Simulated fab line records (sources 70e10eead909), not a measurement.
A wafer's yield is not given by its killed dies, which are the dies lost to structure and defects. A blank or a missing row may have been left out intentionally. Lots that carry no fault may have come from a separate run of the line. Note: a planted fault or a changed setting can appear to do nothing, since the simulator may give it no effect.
fab line records	flow nand-harc
[record] lots = 12	wafers = 36	last-day = 32
route steps=1302 shown A_M0@1168 A_M1@1181 END@1302
lots untouched by any fault: they come from a run of this same line in which no faults occurred
start-h: start of the lot's first displayed wafer, in hours after the record's first day	wait-h: how many hours have passed since the lot's step before this one	" as in the row above	L1.1+2: one row covering several wafers at once	- either no value or no given start	* or withheld: withheld	< > ~ a bound
route shown NAME@n: a module of which the file shows steps, and the number in the route of the first	usual: mean/standard deviation of fault-free wafers	same: alike in all rows	chamber/n: place in a boat	sites: per-site readings	_std_site: the values' standard deviation	_edge_site: mean of outer sites minus mean of inner sites	radius-mm: how far each site lies from the wafer's centre	mask NAME#n: copy n	behind: tool/chamber where the wafer was last shaped	hold: what put the lot on hold/how long, in hours/how the hold closed	device: transistor that didn't switch, given as n, p or np	end of line: tests of these same wafers at the route's end	a step without rows: its recipe alone	killed: dies that structure and defects cost at the first sort, which is not the same as the wafer's yield	map: shows each die of a wafer: x if killed, . if not, _ if none is there
set.NAME: setting as actually run; set.NAME@STEP: the setting as run at that earlier step	model.NAME: the simulator's own value behind a step, which no gauge read
the route's steps for a sample of lots (tables are steps, rows are wafers)
services: a tool's chamber out of use, with start hour (start-h, from the record's first day; less than 0 if before it), hours out, and reason
[[steps]]
[step NHARC_A_M0_DEP_32]
[recipe] target-thk-a = 300	temp-c = 370	target-thk-nm = 30	pressure-torr = 3	flow-sccm = 200	rf-w = 450	material = SiCN
[usual] heater-power-w = 590/100
lot.wafer	tool	chamber	start-h	wait-h	heater-power-w
L125.1	pecvd-01	0	535.97	0.1	666
L125.2	"	1	"	"	790
L125.5	"	2	"	"	465
L129.1	pecvd-02	0	549.50	0.1	458
L129.2	"	1	"	"	544
L129.6	"	0	"	"	464
L127.2	pecvd-02	2	551.86	0.1	658
L127.3	"	0	"	"	487
L127.4	"	1	"	"	627
L128.3	pecvd-01	0	560.35	0.1	637
L128.1	"	1	"	"	786
L128.2	"	2	"	"	489
L133.2	pecvd-01	1	614.59	0.1	793
L133.4	"	2	"	"	502
L133.5	"	1	"	"	804
L134.1	pecvd-02	0	620.97	0.1	446
L134.2	"	1	"	"	543
L134.4	"	0	"	"	452
L135.1	pecvd-02	1	644.21	0.1	530
L135.4	"	0	"	"	469
L135.6	"	2	"	"	679
L136.2	pecvd-03	1	653.85	0.1	453
L136.1	"	2	"	"	630
L136.5	"	1	"	"	447
L137.2	pecvd-03	0	654.64	0.1	534
L137.1	"	1	"	"	516
L137.5	"	1	"	"	487
L139.3	pecvd-03	1	669.35	0.1	521
L139.5	"	2	"	"	666
L139.6	"	1	"	"	536
L142.3	pecvd-02	0	718.14	0.1	549
L142.1	"	1	"	"	622
L142.2	"	2	"	"	615
L144.6	pecvd-02	0	727.29	0.2	484
L144.5	"	1	"	"	549
L144.4	"	2	"	"	618
[step NHARC_A_M1_INSPECT_11]
[usual] raw-defect-count = 84/37
lot.wafer	tool	chamber	start-h	wait-h	raw-defect-count
L125.1	defect-inspect-01	-	537.18	0.0	19
L125.2	"	-	"	"	25
L125.5	"	-	"	"	29
L129.1	defect-inspect-02	-	550.87	0.0	96
L129.2	"	-	"	"	107
L129.6	"	-	"	"	96
L127.2	defect-inspect-02	-	553.34	0.0	22
L127.3	"	-	"	"	17
L127.4	"	-	"	"	29
L128.1	defect-inspect-02	-	561.69	0.0	60
L128.2	"	-	"	"	57
L128.3	"	-	"	"	72
L133.2	defect-inspect-01	-	615.88	0.0	141
L133.4	"	-	"	"	174
L133.5	"	-	"	"	169
L134.1	defect-inspect-01	-	622.32	0.0	85
L134.2	"	-	"	"	86
L134.4	"	-	"	"	70
L135.1	defect-inspect-01	-	645.55	0.0	77
L135.4	"	-	"	"	88
L135.6	"	-	"	"	77
L136.1	defect-inspect-01	-	655.17	0.0	22
L136.2	"	-	"	"	17
L136.5	"	-	"	"	19
L137.1	defect-inspect-02	-	656.01	0.0	62
L137.2	"	-	"	"	72
L137.5	"	-	"	"	65
L139.3	defect-inspect-01	-	670.78	0.0	95
L139.5	"	-	"	"	86
L139.6	"	-	"	"	99
L142.1	defect-inspect-02	-	719.51	0.0	69
L142.2	"	-	"	"	57
L142.3	"	-	"	"	67
L144.4	defect-inspect-01	-	728.56	0.0	1187
L144.5	"	-	"	"	116
L144.6	"	-	"	"	111
[step NHARC_A_M1_DESCUM_14]
[recipe] time-s = 3	o2-flow-sccm = 200	ar-flow-sccm = 0	bias-power-w = 0	chemistry = O2
[usual] drypump-motor-current-A = 5.5/0.44	mfc-ar-sccm = 0.008/0.011	oes-product-au = 1.002/0.0098	rf-vpp-V = 57.7/0.81	showerhead-plenum-p-Torr = 1.91/0.063	throttle-valve-pct = 11.312/0.009
lot.wafer	tool	chamber	start-h	wait-h	drypump-motor-current-A	mfc-ar-sccm	oes-product-au	rf-hours-counter-h	rf-vpp-V	showerhead-plenum-p-Torr	throttle-valve-pct
L125.2	rie-diel-02	3	537.25	0.1	4.9	0.022	1.015	7.6	58.0	1.91	11.316
L125.1	"	0	"	"	5.7	0	0.997	7.6	58.4	1.98	11.315
L125.5	"	3	"	"	5.0	0.022	1.017	-	57.3	1.91	11.327
L129.2	rie-diel-04	2	550.95	0.1	5.0	0.013	1.007	0.2	57.5	1.97	11.320
L129.1	"	3	"	"	5.5	0.019	1.001	0.2	57.2	1.89	11.317
L129.6	"	1	"	"	4.8	0	0.991	-	57.2	1.83	11.305
L127.4	rie-diel-12	0	553.41	0.1	5.6	0	1.008	3.3	58.5	1.94	11.311
L127.3	"	1	"	"	5.5	0.032	0.997	3.1	56.6	1.82	11.328
L127.2	"	2	"	"	4.9	0.017	1.017	2.8	56.4	1.98	11.305
L128.1	rie-diel-02	3	561.76	0.1	4.9	0.022	1.007	10.3	57.5	1.91	11.301
L128.2	"	0	"	"	5.6	0	0.988	10.1	57.8	1.98	11.318
L128.3	"	1	"	"	6.0	0	0.983	8.7	57.4	1.99	11.314
L133.4	rie-diel-12	1	615.95	0.1	5.5	0.032	1.015	5.2	56.0	1.82	11.318
L133.2	"	2	"	"	4.8	0.017	0.996	4.8	57.4	1.98	11.315
L133.5	"	1	"	"	5.4	0.032	0.998	-	57.4	1.82	11.296
L134.1	rie-diel-02	1	622.39	0.1	6.0	0	1.008	1.9	56.6	1.98	11.313
L134.2	"	2	"	"	6.4	0	1.001	2.1	58.7	1.91	11.317
L134.4	"	3	"	"	5.0	0.022	1.015	2.7	58.2	1.91	11.313
L135.1	rie-diel-12	2	645.61	0.1	4.9	0.017	1.004	0.1	57.6	1.98	11.298
L135.4	"	1	"	"	5.5	0.032	1.001	0.1	58.2	1.82	11.309
L135.6	"	2	"	"	4.8	0.017	1.009	-	59.0	1.98	11.316
L136.2	rie-diel-02	0	655.24	0.1	5.6	0	1.002	4.0	58.5	1.97	11.322
L136.1	"	1	"	"	6.0	0	0.994	4.0	58.8	1.98	11.311
L136.5	"	3	"	"	5.0	0.022	1.016	-	58.2	1.91	11.316
L137.1	rie-diel-12	0	656.08	0.1	5.6	0	1.017	0.3	58.9	1.94	11.302
L137.2	"	2	"	"	4.8	0.017	1.005	0.3	59.0	1.98	11.312
L137.5	"	0	"	"	5.6	0	1.013	-	58.0	1.94	11.333
L139.3	rie-diel-12	0	670.85	0.1	5.5	0	1.024	0.7	58.2	1.94	11.318
L139.6	"	3	"	"	5.4	0	0.997	-	58.4	1.93	11.313
L139.5	"	0	"	"	5.6	0	1.022	-	57.1	1.94	11.325
L142.3	rie-diel-02	1	719.57	0.1	6.0	0	0.988	7.3	59.8	1.98	11.313
L142.1	"	2	"	"	6.3	0	0.988	7.1	58.6	1.91	11.313
L142.2	"	3	"	"	5.0	0.022	1.007	7.9	57.6	1.91	11.327
L144.4	rie-diel-02	3	728.62	0.1	5.0	0.022	1.015	8.2	58.8	1.91	11.289
L144.6	"	3	"	"	5.0	0.022	1.010	-	56.5	1.91	11.315
L144.5	"	0	"	"	5.7	0	0.998	-	58.3	1.97	11.318
[step NHARC_A_M1_DEGAS_29]
[recipe] temp-c = 250	time-s = 60
[usual] heater-power-w = 322/36
lot.wafer	tool	chamber	start-h	wait-h	heater-power-w
L125.1	pvd-sputter-01	-	538.26	-	371
L125.2	"	-	"	"	251
L125.5	"	-	"	"	362
L129.1	pvd-sputter-01	-	551.96	-	296
L129.2	"	-	"	"	244
L129.6	"	-	"	"	344
L127.2	pvd-sputter-01	-	554.43	-	250
L127.3	"	-	"	"	357
L127.4	"	-	"	"	356
L128.3	pvd-sputter-03	-	562.78	-	350
L128.2	"	-	"	"	311
L128.1	"	-	"	"	359
L133.4	pvd-sputter-03	-	616.96	-	318
L133.2	"	-	"	"	293
L133.5	"	-	"	"	347
L134.4	pvd-sputter-01	-	623.40	-	363
L134.1	"	-	"	"	340
L134.2	"	-	"	"	265
L135.4	pvd-sputter-03	-	646.65	-	289
L135.1	"	-	"	"	352
L135.6	"	-	"	"	313
L136.1	pvd-sputter-01	-	656.25	-	364
L136.2	"	-	"	"	316
L136.5	"	-	"	"	342
L137.2	pvd-sputter-02	-	657.10	-	379
L137.1	"	-	"	"	325
L137.5	"	-	"	"	382
L139.3	pvd-sputter-03	-	671.87	-	315
L139.5	"	-	"	"	350
L139.6	"	-	"	"	310
L142.2	pvd-sputter-02	-	720.60	-	282
L142.1	"	-	"	"	369
L142.3	"	-	"	"	291
L144.4	pvd-sputter-01	-	729.68	-	315
L144.6	"	-	"	"	260
L144.5	"	-	"	"	366
[step NHARC_A_M1_PRE_CLEAN_30]
[recipe] time-s = 30	temp-c = 280	gas = H2/He
[usual] heater-power-w = 393/44
lot.wafer	tool	chamber	start-h	wait-h	heater-power-w
L125.1	pvd-sputter-01	-	-	-	434
L125.2	"	-	"	"	371
L125.5	"	-	"	"	448
L129.2	pvd-sputter-01	-	-	-	429
L129.1	"	-	"	"	364
L129.6	"	-	"	"	433
L127.4	pvd-sputter-01	-	-	-	369
L127.3	"	-	"	"	309
L127.2	"	-	"	"	431
L128.2	pvd-sputter-03	-	-	-	421
L128.1	"	-	"	"	385
L128.3	"	-	"	"	439
L133.2	pvd-sputter-03	-	-	-	424
L133.4	"	-	"	"	438
L133.5	"	-	"	"	431
L134.2	pvd-sputter-01	-	-	-	323
L134.1	"	-	"	"	451
L134.4	"	-	"	"	414
L135.1	pvd-sputter-03	-	-	-	431
L135.4	"	-	"	"	369
L135.6	"	-	"	"	368
L136.2	pvd-sputter-01	-	-	-	408
L136.1	"	-	"	"	330
L136.5	"	-	"	"	451
L137.2	pvd-sputter-02	-	-	-	348
L137.1	"	-	"	"	348
L137.5	"	-	"	"	359
L139.3	pvd-sputter-03	-	-	-	424
L139.6	"	-	"	"	381
L139.5	"	-	"	"	445
L142.1	pvd-sputter-02	-	-	-	356
L142.2	"	-	"	"	463
L142.3	"	-	"	"	362
L144.4	pvd-sputter-01	-	-	-	440
L144.6	"	-	"	"	385
L144.5	"	-	"	"	321
[step NHARC_END_SORT_01]
[recipe] temp-c = 25
[usual] defect-limited-yield = 90.9/2.8	killed-at-array = 57/20	killed-at-other = 1.3/1.4	killed-at-periphery = 3.4/2.4	killed-dies = 61/19	killed-open = 2.9/1.8	killed-short = 2.5/1.6
[same] gross-dies = 677
lot.wafer	tool	chamber	start-h	wait-h	defect-limited-yield[%]	killed-at-array	killed-at-other	killed-at-periphery	killed-dies	killed-open	killed-short
L137.1	prober-01	0	690.70	2.5	91.3	55	2	2	59	3	2
L137.2	prober-01	0	691.49	2.8	91.7	50	3	3	56	2	2
L137.5	prober-01	0	693.88	3.7	91.4	52	3	3	58	1	1
L136.1	prober-02	0	690.71	2.5	94.8	27	2	6	35	9	3
L136.2	prober-02	0	691.51	2.8	95.7	18	3	8	29	4	2
L136.5	prober-02	0	693.91	3.7	94.7	26	4	6	36	4	5
L142.1	prober-01	0	761.89	2.5	91.3	46	5	8	59	5	1
L142.2	prober-01	0	762.68	2.8	93.8	35	2	5	42	5	3
L142.3	prober-01	0	763.47	3.1	92.9	40	2	6	48	4	0
L144.4	prober-01	0	772.92	3.4	86.9	87	0	2	89	1	2
L144.5	prober-01	0	773.71	3.6	91.4	57	0	1	58	3	0
L144.6	prober-01	0	774.49	3.9	90.3	62	2	2	66	0	4
// killed by level:class
L137.1 A_SLIT:chamber-film-flake=29 A_CHANNEL_HOLE_D1:chamber-film-flake=9 A_STAIRCASE:chamber-film-flake=6 A_CHANNEL_FILL_D2:chamber-film-flake=2 A_CONTACT:chamber-film-flake=2 THIN_TSV:chamber-film-flake=2 A_ONON_D2:geometric-particle:short=1 A_CHANNEL_HOLE_D2:geometric-particle:open=1
L136.1 A_CONTACT:chamber-film-flake=8 A_M0:geometric-particle:open=4 A_CHANNEL_HOLE_D1:chamber-film-flake=4 P_GATE:chamber-film-flake=3 A_M1:geometric-particle:open=2 P_M2:chamber-film-flake=2 THIN_TSV:chamber-film-flake=2 P_CONTACT:geometric-particle:open=1
L137.2 A_SLIT:chamber-film-flake=27 A_CHANNEL_HOLE_D1:chamber-film-flake=9 P_GATE:chamber-film-flake=3 THIN_TSV:chamber-film-flake=3 A_CONTACT:chamber-film-flake=3 A_CHANNEL_FILL_D2:chamber-film-flake=2 A_WL_FILL:chamber-film-flake=2 A_CHANNEL_FILL_D1:geometric-particle:open=1
L136.2 A_CONTACT:chamber-film-flake=7 A_CHANNEL_HOLE_D1:chamber-film-flake=4 P_GATE:chamber-film-flake=3 P_M2:chamber-film-flake=2 THIN_TSV:chamber-film-flake=2 P_CONTACT:geometric-particle:open=1 P_M0:geometric-particle:open=1 P_ZERO_WELL:chamber-film-flake=1
L137.5 A_SLIT:chamber-film-flake=26 A_CHANNEL_HOLE_D1:chamber-film-flake=9 A_STAIRCASE:chamber-film-flake=5 A_CONTACT:chamber-film-flake=5 A_WL_FILL:chamber-film-flake=4 THIN_TSV:chamber-film-flake=3 P_GATE:chamber-film-flake=2 P_CONTACT:geometric-particle:short=1
L136.5 A_CHANNEL_HOLE_D1:chamber-film-flake=7 THIN_TSV:chamber-film-flake=4 P_M2:chamber-film-flake=3 A_CONTACT:chamber-film-flake=3 A_ONON_D1:geometric-particle:open=2 A_M0:geometric-particle:short=2 P_GATE:chamber-film-flake=2 A_CHANNEL_HOLE_D2:chamber-film-flake=2
L142.1 A_CHANNEL_HOLE_D1:chamber-film-flake=26 A_CONTACT:chamber-film-flake=9 THIN_TSV:chamber-film-flake=5 P_GATE:chamber-film-flake=3 A_SLIT:chamber-film-flake=3 P_STI:chamber-film-flake=2 A_CHANNEL_FILL_D1:chamber-film-flake=2 A_DECK1_JOINT:chamber-film-flake=2
L142.2 A_CHANNEL_HOLE_D1:chamber-film-flake=22 A_SLIT:chamber-film-flake=3 A_CONTACT:chamber-film-flake=3 A_CHANNEL_FILL_D1:geometric-particle:open=2 P_CONTACT:chamber-film-flake=2 THIN_TSV:chamber-film-flake=2 P_CONTACT:geometric-particle:short=1 P_CONTACT:geometric-particle:open=1
L142.3 A_CHANNEL_HOLE_D1:chamber-film-flake=21 A_CONTACT:chamber-film-flake=9 A_SLIT:chamber-film-flake=4 P_ZERO_WELL:chamber-film-flake=2 THIN_TSV:chamber-film-flake=2 A_ONON_D2:geometric-particle:open=1 A_CHANNEL_HOLE_D2:geometric-particle:open=1 A_CHANNEL_FILL_D2:geometric-particle:open=1
L144.4 A_M0:unspecified=37 A_CHANNEL_HOLE_D2:chamber-film-flake=14 A_SLIT:chamber-film-flake=11 A_CHANNEL_HOLE_D1:chamber-film-flake=10 A_STAIRCASE:chamber-film-flake=4 A_BONDPAD:chamber-film-flake=3 A_WL_FILL:geometric-particle:short=2 A_WL_FILL:chamber-film-flake=2
L144.5 A_SLIT:chamber-film-flake=24 A_CHANNEL_HOLE_D2:chamber-film-flake=14 A_CHANNEL_HOLE_D1:chamber-film-flake=7 A_DECK1_JOINT:chamber-film-flake=3 A_WL_FILL:chamber-film-flake=3 A_CONTACT:chamber-film-flake=3 A_ONON_D1:geometric-particle:open=1 A_BLC:geometric-particle:open=1
L144.6 A_SLIT:chamber-film-flake=27 A_CHANNEL_HOLE_D2:chamber-film-flake=15 A_CHANNEL_HOLE_D1:chamber-film-flake=6 A_STAIRCASE:chamber-film-flake=4 A_WL_FILL:geometric-particle:short=2 P_GATE:chamber-film-flake=2 A_CHANNEL_FILL_D1:chamber-film-flake=2 A_DECK1_JOINT:chamber-film-flake=2
[[services]]
tool	chamber	start-h	hours	kind
rie-diel-02	0	525.20	-	clean
rie-diel-02	1	525.20	-	clean
rie-diel-02	2	525.20	-	clean
rie-diel-02	3	525.20	-	clean
pvd-sputter-01	-	527.98	5.3	repair
rie-diel-04	-	531.90	9.0	pm
rie-diel-12	0	533.87	3.0	repair
pvd-sputter-03	-	534.32	10.0	pm
pecvd-03	-	547.04	13.0	pm
rie-diel-02	0	549.70	-	clean
rie-diel-12	-	567.90	0.4	repair
rie-diel-02	-	570.70	9.0	pm
pvd-sputter-01	-	582.00	10.0	pm
pecvd-02	-	589.55	13.0	pm
rie-diel-12	-	622.40	9.0	pm
pecvd-01	-	624.61	0.8	repair
pvd-sputter-02	-	638.00	10.0	pm
pecvd-03	-	656.17	0.4	repair
rie-diel-02	2	667.73	11.2	repair
pecvd-01	-	673.27	13.0	pm
pvd-sputter-03	-	691.71	2.1	repair
rie-diel-04	-	708.90	9.0	pm
pvd-sputter-03	-	712.32	10.0	pm
pecvd-03	-	728.04	13.0	pm
[[key]]
[first-sign] step = NHARC_A_M1_INSPECT_11	reading = raw-defect-count	direction = up	sigmas = 30	usual = 84	struck = 1187
[more-kills-born-at] NHARC_A_M0_DEP_32@pecvd-02 = 37
met-at NHARC_A_M0_DEP_32
struck-lots L144
struck-wafers L144.4
not-acting-at NHARC_A_M1_DESCUM_14,NHARC_A_M1_DEGAS_29,NHARC_A_M1_PRE_CLEAN_30
onset-between 718.14 727.29
[fault] kind = chamber-particle-source	tool = pecvd-02	chamber = 2	onset-h = 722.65	steps = NHARC_A_M0_DEP_32	rate-per-visit-cm2 = 1.7107	end-h = 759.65
